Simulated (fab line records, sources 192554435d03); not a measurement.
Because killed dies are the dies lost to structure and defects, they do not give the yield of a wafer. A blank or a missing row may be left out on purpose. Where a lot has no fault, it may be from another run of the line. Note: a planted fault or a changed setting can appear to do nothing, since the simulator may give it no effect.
Chamber matching || flow n5Finfet || N5_HKMG_FIN_CMP_94 on cmp-03: 4 sister chambers
The step polishes, stops on SiNx, t overpolish 4.7 s, target thk 43.299 nm. 4 wafers are shown with their chamber, then 9 later ones without.

## WAFERS, EACH WITH ITS CHAMBER
{"wafer": "L080.1", "chamber": 2, "motorCurrentA (A)": 12.3}
{"wafer": "L089.2", "chamber": 0, "motorCurrentA (A)": 10.9}
{"wafer": "L089.4", "chamber": 3, "motorCurrentA (A)": 11.9}
{"wafer": "L089.5", "chamber": 1, "motorCurrentA (A)": 12.4}

## WAFERS MISSING THEIR CHAMBER
{"wafer": "L090.2", "motorCurrentA (A)": 11.8}
{"wafer": "L090.5", "motorCurrentA (A)": 12.3}
{"wafer": "L090.6", "motorCurrentA (A)": 11.8}
{"wafer": "L092.2", "motorCurrentA (A)": 12.1}
{"wafer": "L092.3", "motorCurrentA (A)": 11.1}
{"wafer": "L092.4", "motorCurrentA (A)": 11.6}
{"wafer": "L095.4", "motorCurrentA (A)": 10.4}
{"wafer": "L095.5", "motorCurrentA (A)": 10.8}
{"wafer": "L095.6", "motorCurrentA (A)": 12.2}

## CHAMBER TAKEN BY EACH
{"wafer": "L090.2", "from the rows above": "can't be placed: 3 or 2", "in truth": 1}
{"wafer": "L090.5", "from the rows above": "can't be placed: 2 or 1 or 3", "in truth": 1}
{"wafer": "L090.6", "from the rows above": "can't be placed: 3 or 2", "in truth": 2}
{"wafer": "L092.2", "from the rows above": "can't be placed: 3 or 2 or 1", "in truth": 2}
{"wafer": "L092.3", "from the rows above": 0, "in truth": 0}
{"wafer": "L092.4", "from the rows above": "can't be placed: 3 or 0 or 2", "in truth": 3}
{"wafer": "L095.4", "from the rows above": 0, "in truth": 0}
{"wafer": "L095.5", "from the rows above": 0, "in truth": 0}
{"wafer": "L095.6", "from the rows above": "can't be placed: 2 or 1 or 3", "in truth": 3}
Correct placement for 3 of the 9. These rows do not allow placing 6 (true chamber among the candidates in 5). 0 placed wrongly.
How it was worked out, from the rows above alone: a wafer's distance from a chamber is the root of the sum, over the readings, of the square of ((its reading less the chamber's mean) divided by the reading's scatter). If the next closest chamber is less than 2 further off than the closest, the wafer can't be placed; otherwise it belongs to the closest. Each chamber's mean is taken over the wafers shown for it. The scatter (one wafer shown for each chamber): square how far every hidden wafer sits from the nearest shown wafer, average those squares and take the square root.
